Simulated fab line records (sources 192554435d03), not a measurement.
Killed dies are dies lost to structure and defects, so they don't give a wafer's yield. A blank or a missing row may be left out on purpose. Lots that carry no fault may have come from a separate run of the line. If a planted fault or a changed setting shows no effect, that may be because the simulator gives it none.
A lot that was struck, set against a sound lot ; flow n5-finfet ; 16 out of 1938 route steps
Sound: the wafers L709.1, L709.4, L709.5. Wafers L716.2, L716.4, L716.6 were the ones struck. The cause is given at the end.
At each step with rows: each side's tool, then ch and its chambers, then its first start. Under that, the readings that differ: sound wafers ; struck wafers ; difference of the means ; sigmas: that difference in standard deviations of wafers without a fault.
alike: readings whose means differ by less than 2 such deviations, and words and numbers that are the same on both sides. not compared: withheld readings, readings that some wafer has no value for, bounds like >300 that may hide the same value, and numbers for which the record gives no deviation and whose values overlap.
Wherever a step has rows on one side only, a row that says differs or no value, or a row with sigmas, the two part there. Numbers that have no deviation but don't overlap get no sigmas and don't part them. Lack of a reading on every wafer of one side parts them only where that side has two or more wafers.

N5_BEOL_M4_ANNEAL_49: time 240 s.
  sound on pvd-sputter-01, day 7 18:28; struck on pvd-sputter-02, day 9 13:58
  alike: heater-power-w, susceptor-temp-C, susceptor_temp_C_max
then, 1 step without rows for these wafers: N5_BEOL_M4_SPUTTER_79 (material Cu, target thk 4.5 nm, time 8.29 s).
N5_BEOL_M4_ANNEAL_80: time 240 s.
  sound on pvd-sputter-01, day 7 18:41; struck on pvd-sputter-02, day 9 14:11
  alike: heater-power-w, susceptor-temp-C, susceptor_temp_C_max
then, 1 step without rows for these wafers: N5_BEOL_M4_SPUTTER_81 (material Cu, target thk 4.5 nm, time 8.29 s).
N5_BEOL_M4_ANNEAL_82: time 240 s.
  sound on pvd-sputter-01, day 7 18:54; struck on pvd-sputter-02, day 9 14:24
  alike: heater-power-w, susceptor-temp-C, susceptor_temp_C_max
then, 6 steps without rows for these wafers: N5_BEOL_M4_SPUTTER_86 (material Cu, target thk 4.5 nm, time 8.29 s); N5_BEOL_M4_ANNEAL_87 (time 240 s); N5_BEOL_M4_SPUTTER_88 (material Cu, target thk 4.5 nm, time 8.29 s); N5_BEOL_M4_ANNEAL_89 (time 240 s); N5_BEOL_M4_SPUTTER_90 (material Cu, target thk 4.5 nm, time 8.29 s); N5_BEOL_M4_ANNEAL_91 (time 240 s).
N5_BEOL_M4_SPUTTER_92: material Cu, target thk 4.5 nm, time 8.29 s.
  sound on pvd-sputter-01, day 7 19:42; struck on pvd-sputter-02, day 9 15:12
  alike: chuck-gas-flow-sccm, throttle-valve-pct
N5_BEOL_M4_ANNEAL_93: time 240 s.
  sound on pvd-sputter-01, day 7 19:47; struck on pvd-sputter-02, day 9 15:17
  no value came back on the struck wafers for heater-power-w (W), susceptor-temp-C (C), susceptor_temp_C_max, time-s (s); on the sound wafers heater-power-w (W) reads 768 966 758
N5_BEOL_M4_SPUTTER_94: material Cu, target thk 4.5 nm, time 8.29 s.
  sound on pvd-sputter-01, day 7 19:55; struck on pvd-sputter-02, day 9 15:25
  alike: chuck-gas-flow-sccm, throttle-valve-pct
N5_BEOL_M4_RC_MEAS_101:
  sound on prober-01 ch 0, day 7 21:22; struck on prober-01 ch 0, day 9 17:38
  alike: DIBL_N, DIBL_P, IOFF_N, IOFF_P, ION_N, ION_P, SS_N, SS_P, VT_N, VT_P
-- a jump in the record: the struck wafers' starts before and after are 4 days apart (it breaks off in module BEOL_M4 and resumes in module PASSIVATION, where the first step shown is number 1936 of the route) --
N5_PASSIVATION_PROBE_49:
  sound on prober-01, day 12 06:33; struck on prober-02, day 14 02:32
  alike: defect-limited-yield, killed_at_M0_to_M3, killed_at_M4_up, killed-at-contacts, killed-at-front-end, killed-at-other, killed-dies, killed-open, killed-short, sort_bin_5_function, sort_bin_6_memory, sort_bin_8_speed, sort-n-pass, sort-yield-pct

== WHERE THEY PART ==
At N5_BEOL_M4_ANNEAL_93 and nowhere else, as far as this record goes. Later steps at which nothing parts them and some readings are alike: N5_BEOL_M4_SPUTTER_94, N5_BEOL_M4_RC_MEAS_101, N5_PASSIVATION_PROBE_49.

WHY: whatever the simulator had introduced
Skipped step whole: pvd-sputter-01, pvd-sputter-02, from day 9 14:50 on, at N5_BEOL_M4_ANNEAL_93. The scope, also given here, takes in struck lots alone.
